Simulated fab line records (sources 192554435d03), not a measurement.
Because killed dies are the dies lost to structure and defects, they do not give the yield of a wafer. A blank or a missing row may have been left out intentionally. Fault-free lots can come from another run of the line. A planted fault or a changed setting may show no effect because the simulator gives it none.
Chamber matching ; flow n5_finfet ; rie_diel-04 running N5_SDB_HM_OPEN_20: 4 sister chambers
The step chemistry CH3F/O2, target SiNx, stops on poly-Si, target depth 24 nm. 24 wafers are shown with their chamber, then 12 later ones without.

WAFERS WITH THEIR CHAMBER
wafer;chamber;drypump_motor_current_A (A);showerhead_plenum_p_Torr (Torr);throttle_valve_pct (%)
L075.3;2;5.7;2.10;16.47
L075.4;0;5.9;2.00;16.17
L075.5;2;5.7;2.10;16.48
L077.1;0;5.9;2.00;16.14
L077.4;1;5.4;1.96;16.19
L077.6;3;5.0;2.14;16.00
L078.3;2;5.7;2.10;16.47
L078.5;3;4.9;2.14;16.01
L078.6;0;5.9;2.00;16.16
L081.2;3;5.0;2.14;16.03
L081.4;1;5.4;1.96;16.21
L081.5;3;5.0;2.14;16.03
L080.1;1;5.4;1.96;16.21
L080.2;0;5.9;2.00;16.18
L080.4;2;5.7;2.09;16.49
L084.3;3;5.0;2.14;16.04
L084.5;0;5.9;1.99;16.17
L084.6;3;5.0;2.14;16.05
L088.1;0;5.9;1.99;16.18
L088.4;3;5.0;2.14;16.04
L088.5;0;5.9;1.99;16.20
L090.3;3;5.0;2.13;16.06
L090.4;2;5.7;2.09;16.53
L090.6;0;5.9;1.99;16.21

SIGNATURES (means of the wafers above)
reading;chamber 0;chamber 1;chamber 2;chamber 3;scatter within a chamber
drypump_motor_current_A;5.900;5.400;5.700;4.987;0.0209
showerhead_plenum_p_Torr;1.9950;1.9600;2.0960;2.1387;0.00451
throttle_valve_pct;16.1762;16.2033;16.4880;16.0325;0.0211
Rule: distance of a wafer from a chamber = root of the sum over the readings of ((wafer's reading minus chamber's mean) / reading's scatter) squared. The wafer belongs to the nearest chamber; if the next one is less than 2 further off, it can't be placed. The scatter is the square root of a quotient: the sum, over the shown wafers, of each reading's squared deviation from its chamber's mean, divided by wafers minus chambers.

WAFERS WITH NO CHAMBER GIVEN
wafer;drypump_motor_current_A (A);showerhead_plenum_p_Torr (Torr);throttle_valve_pct (%)
L091.2;5.7;2.09;16.54
L091.3;5.3;1.96;15.77
L091.6;5.4;1.96;15.78
L093.1;5.9;1.99;16.24
L093.2;5.7;2.08;16.53
L093.4;5.0;2.13;16.07
L094.1;5.4;1.95;15.79
L094.2;5.9;1.99;16.23
L094.4;5.0;2.13;16.07
L095.2;5.9;1.99;16.21
L095.3;5.7;2.08;16.53
L095.4;5.4;1.95;15.80

EACH ONE'S CHAMBER
wafer;from the rows above;in truth
L091.2;2;2
L091.3;1;1
L091.6;1;1
L093.1;0;0
L093.2;2;2
L093.4;3;3
L094.1;1;1
L094.2;0;0
L094.4;3;3
L095.2;0;0
L095.3;2;2
L095.4;1;1
12 of 12 placed correctly. From these rows, 0 cannot be placed. 0 placed wrongly.
